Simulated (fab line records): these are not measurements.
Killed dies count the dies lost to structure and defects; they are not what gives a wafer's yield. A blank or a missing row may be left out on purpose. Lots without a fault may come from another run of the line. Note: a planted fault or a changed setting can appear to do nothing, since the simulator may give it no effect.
Chamber matching + flow n5_finfet + 3 sister chambers for N5_BEOL_M10_CURE_72 on uv_cure-01
The step cures SiCOH lowk, time 120 s. 22 wafers are shown with their chamber, then 11 later ones without.

== WAFERS PAIRED WITH THEIR CHAMBERS ==
| wafer  | chamber | wafer_temp_C_max | lamp_power_pct (%) |
|--------|---------|------------------|--------------------|
| L077.4 | 2       | 372.0            | 52.22              |
| L077.5 | 2       | 370.9            | 52.24              |
| L077.6 | 2       | 371.1            | 52.32              |
| L078.1 | 1       | 372.9            | 52.22              |
| L078.3 | 1       | 371.8            | 52.29              |
| L078.4 | 1       | 372.4            | 52.40              |
| L085.1 | 1       | 372.3            | 52.31              |
| L085.2 | 1       | 372.1            | 52.31              |
| L085.3 | 1       | 372.2            | 52.32              |
| L089.3 | 0       | 371.1            | 52.36              |
| L089.4 | 0       | 371.6            | 52.29              |
| L089.5 | 0       | 371.1            | 52.25              |
| L087.2 | 2       | 371.7            | 52.31              |
| L087.4 | 2       | 371.1            | 52.34              |
| L087.5 | 2       | 371.5            | 52.25              |
| L088.2 | 0       | 370.7            | 52.28              |
| L088.3 | 0       | 371.4            | 52.33              |
| L088.5 | 0       | 371.2            | 52.29              |
| L090.2 | 2       | 371.4            | 52.31              |
| L090.3 | 2       | 371.7            | 52.34              |
| L090.4 | 2       | 372.2            | 52.35              |
| L093.1 | 0       | 371.6            | 52.44              |

SIGNATURES, as means of the wafers listed above
| reading          | chamber 0 | chamber 1 | chamber 2 | scatter within a chamber |
|------------------|-----------|-----------|-----------|--------------------------|
| wafer_temp_C_max | 371.243   | 372.283   | 371.511   | 0.383                    |
| lamp_power_pct   | 52.3200   | 52.3083   | 52.2978   | 0.0561                   |
Rule: a wafer's distance from a chamber is the root of the sum, over the readings, of the square of ((its reading less the chamber's mean) divided by the reading's scatter). If the next closest chamber is less than 2 further off than the closest, the wafer can't be placed; otherwise it belongs to the closest. The scatter: take each reading less its chamber's mean, square it, sum over the shown wafers, divide by the number of wafers less the number of chambers, and take the root.

== WAFERS MISSING THEIR CHAMBER ==
| wafer  | wafer_temp_C_max | lamp_power_pct (%) |
|--------|------------------|--------------------|
| L093.3 | 371.5            | 52.30              |
| L093.6 | 370.9            | 52.35              |
| L091.1 | 372.7            | 52.36              |
| L091.3 | 372.6            | 52.32              |
| L091.6 | 372.2            | 52.34              |
| L095.2 | 371.4            | 52.41              |
| L095.3 | 371.5            | 52.25              |
| L095.6 | 371.4            | 52.27              |
| L096.4 | 372.1            | 52.27              |
| L096.5 | 371.9            | 52.39              |
| L096.6 | 371.3            | 52.31              |

== EACH ONE'S CHAMBER ==
| wafer  | from the rows above          | in truth |
|--------|------------------------------|----------|
| L093.3 | can't be placed: 2 or 0 or 1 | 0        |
| L093.6 | can't be placed: 0 or 2      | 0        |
| L091.1 | can't be placed: 1 or 2      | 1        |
| L091.3 | 1                            | 1        |
| L091.6 | can't be placed: 1 or 2 or 0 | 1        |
| L095.2 | can't be placed: 0 or 2 or 1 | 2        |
| L095.3 | can't be placed: 2 or 0 or 1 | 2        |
| L095.6 | can't be placed: 2 or 0 or 1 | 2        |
| L096.4 | can't be placed: 1 or 2 or 0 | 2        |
| L096.5 | can't be placed: 1 or 2 or 0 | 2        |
| L096.6 | can't be placed: 0 or 2      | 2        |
Correctly placed: 1 of 11. Not placeable from these rows: 10 (in 10, the candidates include the true chamber). Number placed wrongly: 0.
